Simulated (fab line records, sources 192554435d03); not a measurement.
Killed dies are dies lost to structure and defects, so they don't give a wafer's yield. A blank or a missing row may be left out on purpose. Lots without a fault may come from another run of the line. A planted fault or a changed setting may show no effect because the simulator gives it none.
Which tool did it? | flow n5_finfet | 10 lots, 30 wafers sampled, at 1 step of a route of 1938

WHAT THE GAUGES READ, wafer by wafer
N5_BEOL_M4_RC_MEAS_101.
lot  | measured     | on        | DIBL_N (mV/V)
L745 | day 9 07:34  | prober-01 | 32.4 35.1 32.7
L743 | day 9 21:16  | prober-02 | 36.9 39.7 34.5
L753 | day 12 11:08 | prober-02 | 33.7 35.0 33.2
L754 | day 12 13:59 | prober-02 | 37.4 37.4 35.4
L758 | day 13 07:41 | prober-01 | 37.4 38.9 36.1
L759 | day 14 20:04 | prober-02 | 39.5 35.7 39.1
L761 | day 15 16:10 | prober-01 | 37.1 36.6 38.4
L764 | day 15 18:07 | prober-02 | 38.4 37.6 39.3
L763 | day 15 20:26 | prober-02 | 33.8 36.8 36.8
L765 | day 16 15:31 | prober-02 | 34.3 34.5 34.6

WHICH TOOL RAN EACH LOT (tool, then ch and the chambers of the sampled wafers, then the start)
The record holds no process step before these readings.

THE ANSWER, worked out from the rows above alone
Rule: what is usual is taken from the lots themselves. Put in order of their means at a reading, lots are off if they are a third of the lots or fewer, leave a main group of 4 or more, and stand apart from it by a gap of 3 or more times the standard deviation of the main group's means; of several such gaps the widest counts. A main group whose means are all the same, to the digits that the tables above print for the reading, isn't used. A lot without any number at a reading at which 4 lots or more have one is off too. The other lots that the step has rows for count as sound.
No lot is off at any reading shown: from this, nothing can be told.

WHAT THE SIMULATOR HAD PUT IN
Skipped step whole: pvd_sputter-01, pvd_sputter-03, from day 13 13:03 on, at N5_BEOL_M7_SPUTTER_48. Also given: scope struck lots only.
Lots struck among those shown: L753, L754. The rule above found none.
